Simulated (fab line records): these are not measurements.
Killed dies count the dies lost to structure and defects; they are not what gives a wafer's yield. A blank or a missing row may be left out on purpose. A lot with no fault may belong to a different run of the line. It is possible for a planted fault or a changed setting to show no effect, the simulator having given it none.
Chamber matching + flow nandHarc + NHARC_A_STAIRCASE_CMP_152 on cmp-03: 4 sister chambers
The step polishes. 8 wafers are shown with their chamber, then 7 later ones without.

## EACH WAFER AND ITS CHAMBER
| wafer  | chamber | motorCurrentA (A) | edgeZonePressureFrac |
|--------|---------|-------------------|----------------------|
| L084.6 | 2       | 10.0              | 1.004                |
| L083.5 | 3       | 12.4              | 1.000                |
| L083.6 | 2       | 10.2              | 1.007                |
| L087.3 | 0       | 12.9              | 0.995                |
| L087.4 | 1       | 11.2              | 1.002                |
| L087.6 | 0       | 12.8              | 1.000                |
| L090.1 | 3       | 11.5              | 1.003                |
| L090.3 | 1       | 11.0              | 1.001                |

## WAFERS WITH NO CHAMBER GIVEN
| wafer  | motorCurrentA (A) | edgeZonePressureFrac |
|--------|-------------------|----------------------|
| L090.6 | 9.9               | 0.996                |
| L092.1 | 10.2              | 1.003                |
| L092.3 | 11.1              | 0.996                |
| L092.4 | 12.7              | 0.999                |
| L094.3 | 10.7              | 1.002                |
| L094.4 | 12.7              | 0.998                |
| L094.6 | 11.2              | 0.994                |

## WHICH CHAMBER EACH WENT THROUGH
| wafer  | from the rows above          | in truth |
|--------|------------------------------|----------|
| L090.6 | can't be placed: 2 or 1      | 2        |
| L092.1 | can't be placed: 2 or 1      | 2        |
| L092.3 | can't be placed: 1 or 3      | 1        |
| L092.4 | can't be placed: 0 or 3      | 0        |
| L094.3 | can't be placed: 1 or 2      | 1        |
| L094.4 | 0                            | 0        |
| L094.6 | can't be placed: 1 or 3 or 0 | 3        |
Correctly placed: 1 of 7. Cannot be placed on the basis of these rows: 6; the candidates contain the true chamber in 6. Number placed wrongly: 0.
How it was worked out, from the rows above alone: a wafer's distance from a chamber is the root of the sum, over the readings, of the square of ((its reading less the chamber's mean) divided by the reading's scatter). If the next closest chamber is less than 2 further off than the closest, the wafer can't be placed; otherwise it belongs to the closest. For every chamber, the mean is computed from those of its wafers that are shown. The scatter is the square root of a quotient: the sum, over the shown wafers, of each reading's squared deviation from its chamber's mean, divided by wafers minus chambers.
